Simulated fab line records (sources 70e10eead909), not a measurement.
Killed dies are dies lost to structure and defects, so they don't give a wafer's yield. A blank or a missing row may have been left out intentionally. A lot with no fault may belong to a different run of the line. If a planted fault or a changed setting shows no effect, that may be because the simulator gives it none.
Which tool is to blame? | flow nandHarc | 7 lots (21 wafers sampled), 1 step of a 1302-step route

WHAT EACH GAUGE READ, for each wafer
NHARC_P_BONDPAD_CD_MEAS_09: the cd target is 500 nm.
lot  | measured     | on       | cdNm (nm)
L490 | day 7 14:07  | cdSem-03 | 496.9 497.6 499.1
L493 | day 8 16:07  | cdSem-03 | 499.9 499.0 498.1
L495 | day 9 11:48  | cdSem-02 | 497.1 494.4 497.3
L503 | day 12 17:36 | cdSem-02 | 497.3 497.6 498.2
L507 | day 14 16:17 | cdSem-02 | 499.5 499.5 499.8
L509 | day 15 09:05 | cdSem-03 | 498.3 497.9 497.8
L511 | day 16 04:43 | cdSem-01 | 501.1 497.9 500.0

WHICH TOOL RAN EACH LOT (tool, then ch and the chambers of the sampled wafers, then the start)
Before these readings, the record contains no process step.

THE ANSWER, worked out from the rows above alone
Rule: the usual values come from the lots themselves. The widest of any qualifying gaps counts: lots, ordered by their means at a reading, are off when they make up no more than a third of the lots, leave a main group of 4 or more, and stand apart from it by 3 or more times the standard deviation of that group's means. If all means in a main group match to the digits the tables above print for the reading, that group is not used. Also off: a lot with no number at a reading for which 4 or more lots have one. The other lots that the step has rows for count as sound.
None of the lots is off at any reading shown; this tells nothing.

WHAT THE SIMULATOR HAD PUT IN
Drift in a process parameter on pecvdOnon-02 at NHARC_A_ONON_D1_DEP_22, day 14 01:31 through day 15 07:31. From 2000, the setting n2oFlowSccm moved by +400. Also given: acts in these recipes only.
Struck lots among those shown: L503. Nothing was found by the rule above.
